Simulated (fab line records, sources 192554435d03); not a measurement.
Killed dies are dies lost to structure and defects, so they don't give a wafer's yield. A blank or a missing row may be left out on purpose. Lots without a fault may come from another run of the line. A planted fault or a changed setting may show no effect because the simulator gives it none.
fab line records | flow n5_finfet
record lots=10 wafers=29 last_day=18
route steps=1938 shown BEOL_M9@1404 BEOL_M10@1471 PASSIVATION@1936
lots that met no fault: from a run of the same line without faults
start_h: hours from the record's first day to the start of the lot's first wafer shown | wait_h: hours since the lot's step before | " the same as in the row above | L1.1+2: a row that stands for several wafers | - no value, or no start given | * or withheld: withheld | < > ~ a bound
route shown NAME@n: a module of which the file shows steps, and the number in the route of the first | usual: mean/standard deviation of fault-free wafers | same: alike in all rows | chamber/n: place in a boat | sites: the reading at each site | _std_site: their standard deviation | _edge_site: outer sites' mean less inner sites' | radius_mm: how far each site lies from the wafer's centre | mask NAME#n: copy n | behind: the tool/chamber that last shaped the wafer | hold: why the lot was held/for how many hours/how that ended | device: the transistor (n, p or np) that didn't switch | end of line: the same wafers' tests at the end of the route | a step without rows: its recipe alone | killed: dies lost to structure and defects at the first sort, not the wafer's yield | map: a wafer's dies, x killed, . not, _ none there
set.NAME: the setting as run; set.NAME@STEP: as run at that earlier step | model.NAME: the simulator's own value behind a step, which no gauge read
steps of the route over a sample of lots; a table a step, a row a wafer
services: from which hour (start_h, from the record's first day; less than 0 if before it) a tool's chamber was out of use, for how many hours, and why
## steps
# step N5_BEOL_M9_PECVD_70
# recipe material=SiO2 target_thk_a=200 temp_c=400 precursor=TEOS/O2 pressure_torr=5.5 rf_w=450 teos_flow_sccm=53.8 gas=O2 flow_sccm=3000 time_s=22.7
# usual heater_power_w=721/100 showerhead_plenum_p_Torr=8.79/0.063 throttle_valve_pct=22.1/0.65
# columns lot.wafer tool chamber start_h wait_h heater_power_w showerhead_plenum_p_Torr throttle_valve_pct
L222.2 pecvd-03 2 219.08 0.0 568 8.73 21.3
L222.3 " 1 " " 766 8.77 21.9
L222.6 " 2 " " 569 8.75 21.1
L228.2 pecvd-03 1 258.21 0.0 910 8.79 21.8
L228.3 " 0 " " 681 8.90 22.8
L228.5 " 0 " " 656 8.86 23.2
L230.3 pecvd-01 1 258.69 0.0 855 8.85 21.9
L230.5 " 0 " " 678 8.79 22.8
L230.6 " 1 " " 847 8.83 22.1
L229.1 pecvd-03 2 262.20 0.0 642 8.76 21.4
L229.3 " 0 " " 676 8.88 23.1
L229.6 " 1 " " 893 8.76 21.9
L231.1 pecvd-03 0 269.78 0.0 654 8.88 22.8
L231.2 " 2 " " 636 8.75 21.2
L231.6 " 0 " " 656 8.88 23.2
L233.1 pecvd-03 0 270.50 0.0 645 8.87 23.0
L233.3 " 2 " " 678 8.73 21.3
L233.6 " 1 " " 795 8.79 22.1
L235.2 pecvd-03 0 289.16 0.0 684 8.89 23.0
L235.3 " 2 " " 642 8.74 21.3
L235.5 " 1 " " 854 8.76 22.1
L234.3 pecvd-01 2 289.34 0.0 700 8.72 22.2
L234.4 " 0 " " 634 8.80 22.6
L234.5 " 2 " " 712 8.71 22.1
L239.2 pecvd-03 0 313.10 0.0 655 8.88 22.9
L239.4 " 1 " " 765 8.76 21.9
L245.3 pecvd-01 1 356.65 0.0 879 8.86 21.9
L245.5 " 2 " " 688 8.71 22.5
L245.6 " 1 " " 905 8.83 22.4
# step N5_BEOL_M9_VIA_ETCH_34
# recipe chemistry=C4F6/O2 target=SiCOH_lowk target_depth_a=1824 mask_material=SOC taper_deg=4 time_s=68.4 ion_energy_ev=250 pressure_mtorr=30 source_w=345 bias_w=185 Ar_flow_sccm=300 C4F6_flow_sccm=10 O2_flow_sccm=10
# usual drypump_motor_current_A=5.43/0.29 oes_o_777_au=0.79/0.091 oes_product_au=0.80/0.096 rf_vpp_V=667/8.9 showerhead_plenum_p_Torr=2.87/0.074 throttle_valve_pct=20.88/0.21
# columns lot.wafer tool chamber start_h wait_h drypump_motor_current_A oes_o_777_au oes_product_au rf_hours_counter_h rf_vpp_V showerhead_plenum_p_Torr throttle_valve_pct
L222.2 rie_diel-03 1 227.90 0.0 5.29 0.78 0.80 73 665 3.02 20.98
L222.3 " 2 " " 5.26 0.68 0.67 244 662 2.80 21.03
L222.6 " 2 " " 5.25 0.69 0.67 - 660 2.80 21.04
L228.2 rie_diel-03 0 263.83 0.0 5.95 0.69 0.70 219 667 2.81 20.63
L228.3 " 1 " " 5.29 0.76 0.79 - 667 3.01 21.01
L228.5 " 0 " " 5.95 0.68 0.69 - 667 2.81 20.63
L230.3 rie_diel-05 3 263.95 0.0 5.32 0.69 0.71 186 668 2.83 21.00
L230.5 " 3 " " 5.34 0.69 0.72 - 672 2.83 21.00
L230.6 " 0 " " 5.04 0.90 0.95 - 657 2.91 20.92
L229.1 rie_diel-05 2 266.68 0.0 5.69 0.93 0.89 32 655 2.92 20.76
L229.3 " 3 " " 5.33 0.69 0.71 187 673 2.83 21.02
L229.6 " 3 " " 5.28 0.69 0.71 - 672 2.83 21.01
L231.1 rie_diel-05 2 274.56 0.0 5.71 0.92 0.90 34 656 2.92 20.78
L231.2 " 3 " " 5.33 0.69 0.71 189 671 2.83 21.01
L231.6 " 3 " " 5.32 0.69 0.71 - 671 2.83 21.01
L233.1 rie_diel-05 0 274.99 0.0 5.01 0.90 0.95 17 658 2.91 20.93
L233.3 " 1 " " 5.45 0.85 0.88 53 667 2.77 20.46
L233.6 " 0 " " 5.03 0.90 0.95 - 658 2.91 20.92
L235.2 rie_diel-05 1 292.36 0.0 5.44 0.85 0.87 58 664 2.77 20.50
L235.3 " 3 " " 5.31 0.68 0.71 194 670 2.82 21.00
L235.5 " 2 " " 5.67 0.91 0.89 - 654 2.92 20.76
L234.3 rie_diel-03 1 293.10 0.0 5.30 0.76 0.77 95 667 3.01 21.01
L234.4 " 2 " " 5.24 0.94 0.92 9 660 2.80 20.69
L234.5 " 0 " " 5.92 0.68 0.68 - 668 2.80 20.65
L239.2 rie_diel-06 1 316.07 0.0 5.45 0.86 0.87 36 664 2.91 20.78
L239.4 " 3 " " 5.32 0.71 0.68 209 683 2.82 21.15
L245.3 rie_diel-03 2 362.09 0.0 5.24 0.88 0.88 30 660 2.79 20.72
L245.5 " 3 " " 5.13 0.86 0.88 - 688 2.89 20.80
L245.6 " 2 " " 5.26 0.89 0.87 - 660 2.79 20.71
# step N5_BEOL_M9_CURE_72
# recipe temp_c=370 time_s=120 ambient=DMADMS/He material=SiCOH_lowk
# usual lamp_power_pct=52.31/0.06 wafer_temp_C_max=371.6/0.45
# columns lot.wafer tool chamber start_h wait_h lamp_power_pct wafer_temp_C_max
L222.2 uv_cure-02 1 228.61 0.2 52.30 371.3
L222.3 " 1 " " 52.27 372.3
L222.6 " 1 " " 52.25 371.3
L230.3 uv_cure-01 2 264.52 0.1 52.34 370.9
L230.5 " 2 " " 52.16 371.5
L230.6 " 2 " " 52.23 370.9
L228.2 uv_cure-02 1 264.59 0.2 52.41 372.2
L228.3 " 1 " " 52.31 371.7
L228.5 " 1 " " 52.23 372.1
L229.1 uv_cure-02 2 267.15 0.0 52.32 370.8
L229.3 " 2 " " 52.33 371.6
L229.6 " 2 " " 52.24 371.2
L231.1 uv_cure-02 2 275.04 0.0 52.26 371.6
L231.2 " 2 " " 52.29 371.8
L231.6 " 2 " " 52.32 371.3
L233.1 uv_cure-02 0 275.66 0.2 52.29 371.6
L233.3 " 0 " " 52.40 371.5
L233.6 " 0 " " 52.34 371.3
L235.2 uv_cure-01 2 292.93 0.1 52.41 370.9
L235.3 " 2 " " 52.23 371.1
L235.5 " 2 " " 52.30 370.8
L234.3 uv_cure-02 2 293.81 0.3 52.47 371.9
L234.4 " 2 " " 52.32 372.7
L234.5 " 2 " " 52.45 371.5
L239.2 uv_cure-01 2 317.82 1.3 52.34 371.3
L239.4 " 2 " " 52.20 371.5
L245.3 uv_cure-02 0 362.66 0.1 52.33 371.3
L245.5 " 0 " " 52.34 371.3
L245.6 " 0 " " 52.33 371.4
# step N5_BEOL_M9_CMP_52
# recipe stop_on=SiCOH_lowk t_overpolish_s=7 down_force_psi=1 platen_rpm=50 clearing_platen_down_force_psi=1.5 clearing_platen_rpm=50 post_cmp_clean=cu_alkaline target_thk_nm=140 clearing_platen_pad_velocity_m_s=0.99484 pad_velocity_m_s=0.99484
# usual barrier_field_endpoint_s=28.9/0.64 head_pressure_psi=0.9998/0.0021 motor_current_A=6.2/0.58
# columns lot.wafer tool chamber start_h wait_h barrier_field_endpoint_s head_pressure_psi motor_current_A
L222.2 cmp-01 0 230.53 0.3 29.3 0.9999 6.4
L222.3 " 1 " " 28.7 1.0005 6.2
L222.6 " 3 " " 28.4 1.0022 5.8
L230.3 cmp-04 2 266.39 0.2 29.3 0.9977 6.1
L230.5 " 1 " " 29.6 1.0003 5.7
L230.6 " 2 " " 30.3 0.9980 6.0
L228.3 cmp-01 3 267.96 0.2 29.3 1.0020 5.9
L228.2 " 1 " " 29.1 1.0038 6.2
L228.5 " 2 " " 30.1 0.9999 6.5
L229.3 cmp-04 0 268.94 0.2 30.3 1.0006 6.8
L229.1 " 1 " " 29.6 0.9977 6.0
L229.6 " 3 " " 29.1 0.9983 5.7
L231.2 cmp-01 0 277.01 0.2 27.7 1.0005 6.7
L231.1 " 3 " " 28.2 0.9994 5.6
L231.6 " 0 " " 29.3 1.0019 6.6
L233.3 cmp-02 1 278.72 0.2 29.4 0.9956 6.6
L233.1 " 3 " " 28.3 1.0017 4.9
L233.6 " 0 " " 29.9 1.0016 6.5
L235.3 cmp-01 2 296.48 0.2 29.6 0.9949 6.5
L235.2 " 3 " " 29.1 0.9979 5.8
L235.5 " 1 " " 29.4 1.0039 6.0
L234.3 cmp-02 3 297.90 0.2 28.3 1.0000 5.1
L234.4 " 0 " " 29.3 1.0020 6.1
L234.5 " 1 " " 29.8 0.9982 6.9
L239.4 cmp-04 0 320.53 0.1 29.5 0.9985 6.1
L239.2 " 3 " " 26.9 0.9990 6.0
L245.3 cmp-01 1 364.78 0.2 28.7 1.0020 5.7
L245.5 " 0 " " 30.1 0.9999 6.6
L245.6 " 1 " " 29.4 1.0008 6.2
# step N5_BEOL_M10_CURE_71
# recipe temp_c=385 time_s=240 ambient=He/Ar material=SiCOH_lowk
# usual lamp_power_pct=52.31/0.056 wafer_temp_C_max=386.7/0.45
# columns lot.wafer tool chamber start_h wait_h lamp_power_pct wafer_temp_C_max
L222.2 uv_cure-01 0 231.15 0.1 52.34 387.3
L222.3 " 0 " " 52.34 387.2
L222.6 " 0 " " 52.27 387.5
L230.3 uv_cure-01 2 267.56 0.7 52.25 386.3
L230.5 " 2 " " 52.36 386.3
L230.6 " 2 " " 52.26 385.7
L228.2 uv_cure-02 0 268.57 0.1 52.34 386.5
L228.3 " 0 " " 52.39 386.6
L228.5 " 0 " " 52.25 386.3
L229.1 uv_cure-02 0 269.47 0.0 52.36 386.9
L229.3 " 0 " " 52.38 386.6
L229.6 " 0 " " 52.29 386.6
L231.1 uv_cure-03 0 277.62 0.0 52.37 387.1
L231.2 " 0 " " 52.32 387.0
L231.6 " 0 " " 52.32 387.0
L233.1 uv_cure-01 2 279.28 0.0 52.27 386.2
L233.3 " 2 " " 52.20 386.0
L233.6 " 2 " " 52.38 386.4
L235.2 uv_cure-03 2 297.26 0.3 52.31 387.7
L235.3 " 2 " " 52.40 386.7
L235.5 " 2 " " 52.32 387.2
L234.3 uv_cure-03 2 298.55 0.2 52.32 386.5
L234.4 " 2 " " 52.31 386.8
L234.5 " 2 " " 52.20 386.7
L239.2 uv_cure-03 2 321.22 0.2 52.32 386.9
L239.4 " 2 " " 52.34 386.8
L245.3 uv_cure-01 1 365.63 0.4 52.32 386.2
L245.5 " 1 " " 52.32 386.5
L245.6 " 1 " " 52.33 386.3
# step N5_PASSIVATION_PROBE_49
# usual defect_limited_yield=91.3/1.4 killed_at_M0_to_M3=36/11 killed_at_M4_up=13/5.2 killed_at_contacts=13/6.5 killed_at_front_end=37/11 killed_at_other=3.6/2.9 killed_dies=103/17 killed_open=68/12 killed_short=33/7.3 sort_bin_4_leakage=0.01/0.039 sort_bin_5_function=5.2/0.91 sort_bin_6_memory=3.2/0.67 sort_bin_8_speed=0.00/0.0099 sort_n_pass=1077/17 sort_yield_pct=91.3/1.4
# same gross_dies=1180 killed_at_back_side=0
# columns lot.wafer tool chamber start_h wait_h defect_limited_yield[%] killed_at_M0_to_M3 killed_at_M4_up killed_at_contacts killed_at_front_end killed_at_other killed_dies killed_open killed_short sort_bin_4_leakage[%] sort_bin_5_function[%] sort_bin_6_memory[%] sort_bin_8_speed[%] sort_n_pass sort_yield_pct[%]
L230.3 prober-01 - 322.49 0.2 92.9 26 15 5 37 1 84 63 21 0 3.9 3.1 0 1096 92.9
L230.5 prober-01 - 322.59 0.3 93.3 31 12 13 23 0 79 55 24 0 4.1 2.5 0 1101 93.3
L230.6 prober-01 - 322.64 0.4 94.5 30 1 6 27 1 65 40 25 0 3.2 2.2 0 1115 94.5
L233.1 prober-01 - 337.46 0.0 91.4 43 13 23 18 5 102 66 36 0 4.8 3.3 0 1078 91.4
L233.3 prober-01 - 337.56 0.1 92.3 30 10 8 33 10 91 53 37 0 4.7 2.9 0 1089 92.3
L233.6 prober-01 - 337.71 0.3 90.4 36 16 12 47 2 113 75 37 0 5.3 3.7 0 1067 90.4
# killed by level:class
L230.3 DUMMY_GATE:geometric_particle:open=9 BEOL_M1:geometric_particle:open=9 FIN_SAQP:geometric_particle:open=8 BEOL_M0_SAQP:geometric_particle:open=8 MOL_CONTACT_COAG:geometric_particle:open=5 BEOL_M5:geometric_particle:open=5 FIN_SAQP:geometric_particle:short=4 BEOL_M4:geometric_particle:open=4
L230.5 MOL_CONTACT_COAG:geometric_particle:open=10 FIN_SAQP:geometric_particle:open=9 BEOL_M0_SAQP:geometric_particle:open=9 BEOL_M0_SAQP:geometric_particle:short=8 BEOL_M4:geometric_particle:open=8 BEOL_M2:geometric_particle:open=4 BEOL_M1:geometric_particle:open=4 GATE_CUT:geometric_particle:open=3
L230.6 BEOL_M0_SAQP:geometric_particle:short=11 FIN_SAQP:geometric_particle:open=10 BEOL_M1:geometric_particle:open=7 MOL_CONTACT_COAG:geometric_particle:open=5 BEOL_M3:geometric_particle:open=4 STARTING-WAFER:geometric_particle:open=4 FIN_SAQP:geometric_particle:short=3 BEOL_M2:geometric_particle:open=3
L233.1 MOL_CONTACT_COAG:geometric_particle:open=18 BEOL_M3:geometric_particle:open=10 BEOL_M0_SAQP:geometric_particle:open=8 BEOL_M0_SAQP:geometric_particle:short=7 GATE_CUT:geometric_particle:short=5 MOL_CONTACT_COAG:geometric_particle:short=5 BEOL_M3:geometric_particle:short=5 BEOL_M1:geometric_particle:open=4
L233.3 BEOL_M0_SAQP:geometric_particle:short=12 FIN_SAQP:geometric_particle:open=11 BEOL_M0_SAQP:geometric_particle:open=7 GATE_CUT:geometric_particle:short=6 MOL_CONTACT_COAG:geometric_particle:open=6 BEOL_M3:geometric_particle:open=5 MIM_TOP_ETCH:geometric_particle:short=5 GATE_CUT:geometric_particle:open=4
L233.6 FIN_SAQP:geometric_particle:open=15 BEOL_M4:geometric_particle:open=11 BEOL_M0_SAQP:geometric_particle:open=10 STI_FIN_REVEAL:geometric_particle:open=10 MOL_CONTACT_COAG:geometric_particle:open=8 BEOL_M0_SAQP:geometric_particle:short=7 FIN_SAQP:geometric_particle:short=6 BEOL_M1:geometric_particle:open=6
## services
# columns tool chamber start_h hours kind
pecvd-03 - 201.67 6.0 pm
rie_diel-03 3 207.89 9.7 repair
uv_cure-03 - 213.27 2.1 pm
uv_cure-03 - 218.92 6.0 pm
rie_diel-03 - 223.67 1.2 repair
cmp-01 - 231.43 2.0 repair
cmp-01 - 245.83 6.2 pm
rie_diel-03 - 252.99 2.8 pm
rie_diel-03 3 257.10 10.3 repair
uv_cure-02 - 263.93 0.6 repair
rie_diel-03 0 275.51 4.4 repair
cmp-01 - 279.23 5.3 pm
rie_diel-03 - 281.98 0.1 repair
uv_cure-03 - 282.75 1.0 pm
rie_diel-05 2 295.07 17.0 repair
uv_cure-02 - 296.25 4.3 repair
uv_cure-02 - 311.98 7.5 pm
cmp-01 - 315.34 1.4 repair
rie_diel-05 2 316.07 4.0 repair
rie_diel-03 3 317.28 3.7 repair
pecvd-03 1 341.80 5.4 repair
cmp-01 - 348.93 0.4 repair
cmp-01 - 349.72 1.6 repair
cmp-01 - 355.40 3.8 repair
## key
first_sign step=N5_BEOL_M9_CMP_52 reading=barrier_field_endpoint_s direction=down sigmas=3.2 usual=28.9 struck=26.9
effect none on later readings
met_at N5_BEOL_M9_PECVD_70
struck_lots L239
struck_wafers L239.2
not_acting_at N5_BEOL_M9_VIA_ETCH_34,N5_BEOL_M9_CURE_72,N5_BEOL_M10_CURE_71
onset_between 289.16 313.10
fault kind=process_parameter_drift tool=pecvd-03 chamber=- onset_h=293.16 steps=N5_BEOL_M9_PECVD_70 channel=time_s offset=* shape=step end_h=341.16 scope=struck_wafers_only acts_in=* stated=*
